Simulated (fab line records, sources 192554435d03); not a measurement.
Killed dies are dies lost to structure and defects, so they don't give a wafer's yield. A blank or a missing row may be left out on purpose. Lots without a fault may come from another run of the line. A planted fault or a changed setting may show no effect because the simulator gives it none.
Problem report in the 8D (eight disciplines) form, filled by code | flow n5_finfet | the parts of the form that need people (team, actions taken, sign-off) are left out

1. THE PROBLEM
trench_depth_nm at N5_BEOL_M9_OCD_MEAS_38 reads a mean of 108.1 nm on 2 wafers of 2 lots; wafers without a fault read 150.3 nm with a standard deviation of 1.7. That is -25 standard deviations from the usual mean.
First seen on wafer L363.4, day 13 00:41, on ocd-01. The record holds 12 wafers of 4 lots with a number at this step. Rule for "out", or "out of limits": more than 4 standard deviations from the usual mean. The other wafers with a number count as sound.

2. WHAT IT IS AND WHAT IT IS NOT
question                    | is                | is not
which readings at this step | trench_depth_nm   | -
which lots                  | L362, L363        | L355, L369
which wafers of those lots  | L362.5, L363.4    | L362.1, L362.6, L363.2, L363.3
read on which gauges        | ocd-01, ocd-02    | -
when                        | from day 13 00:41 | up to then (5 sound wafers); but 5 sound wafers of L362, L369 came after

3. SUSPECTS, AND WHAT RULES EACH OUT
Counting: a tool at a process step up to the reading stays a suspect if it ran every lot that is out. Sound lots after the first of them don't rule it out here, since some wafers of a struck lot are sound.
- the gauge at N5_BEOL_M9_OCD_MEAS_38: ruled out. The wafers that are out were read on 2 gauges (ocd-01, ocd-02).
- rie_diel-02 at N5_BEOL_M9_TRENCH_ETCH_37 (etches SiCOH lowk in C4F6/O2, target depth 151.43 nm, time 49 s): kept. It ran every lot that is out, first L363 (day 13 00:31); its last sound lot up to then is L355 (day 10 15:25). Its own readings are out on those wafers: bias_w, rf_vpp_V.
- Within rie_diel-02 at N5_BEOL_M9_TRENCH_ETCH_37: the wafers that are out ran in chamber 3; their sound lot-mates ran in chambers 0, 1, 2.
Left after counting: rie_diel-02 at N5_BEOL_M9_TRENCH_ETCH_37.

4. THE CAUSE (what the simulator had put in)
Process parameter drift: rie_diel-02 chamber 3, from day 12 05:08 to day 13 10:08, at N5_BEOL_M9_TRENCH_ETCH_37. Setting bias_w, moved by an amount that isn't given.
Counting left only this tool.

5. THE CHAIN OF EFFECTS, in route order
Each row: a reading whose mean over the struck wafers that have a number lies more than 3 standard deviations from the usual. Only readings for which the record gives a usual standard deviation are gone through. hours: the time from each lot's start at the first step in this table that gives one to its start at this step, as a median over the lots. sigmas: the change in usual standard deviations.
hours | step                      | reading          | usual         | on struck wafers | change  | sigmas
0     | N5_BEOL_M9_TRENCH_ETCH_37 | bias_w           | 185.1 W       | 55.4             | -129.8  | -99 or more
0     | N5_BEOL_M9_TRENCH_ETCH_37 | rf_vpp_V         | 663 V         | 254              | -410    | -51
0     | N5_BEOL_M9_OCD_MEAS_38    | trench_depth_nm  | 150.3 nm      | 108.1            | -42.2   | -25
3     | N5_BEOL_M9_THK_MEAS_53    | M9_THK           | 139.1 nm      | 97.5             | -41.6   | -21
3     | N5_BEOL_M9_RS_MEAS_57     | M9_RS            | 0.1518 ohm/sq | 0.2253           | +0.0735 | +31
43    | N5_BEOL_M15_RC_MEAS_101   | SERP_M9          | 3.07 ohm/um   | 4.48             | +1.41   | +25
43    | N5_BEOL_M15_RC_MEAS_101   | SERP_M9_max_site | 3.17 ohm/um   | 4.66             | +1.49   | +22
56    | N5_PASSIVATION_PROBE_49   | sort_bin_8_speed | 0.00 %        | 0.34             | +0.34   | +49
The process steps in it:
- N5_BEOL_M9_TRENCH_ETCH_37: etches SiCOH lowk in C4F6/O2, target depth 151.43 nm, time 49 s.
- N5_PASSIVATION_PROBE_49

6. WHAT WOULD HAVE CAUGHT IT SOONER
In this record the first reading out of limits at a measuring or inspecting step was taken at day 13 00:41, 20 hours after the fault began at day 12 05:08.
The tool's own readings at N5_BEOL_M9_TRENCH_ETCH_37 were out on every struck wafer that the step has a row for (bias_w, rf_vpp_V): an alarm limit on them would have fired on the first of those.
Of the lots that are out (2), L362 began N5_BEOL_M9_TRENCH_ETCH_37 on rie_diel-02 after day 13 00:41. A hold on the tool at that time would have spared it.
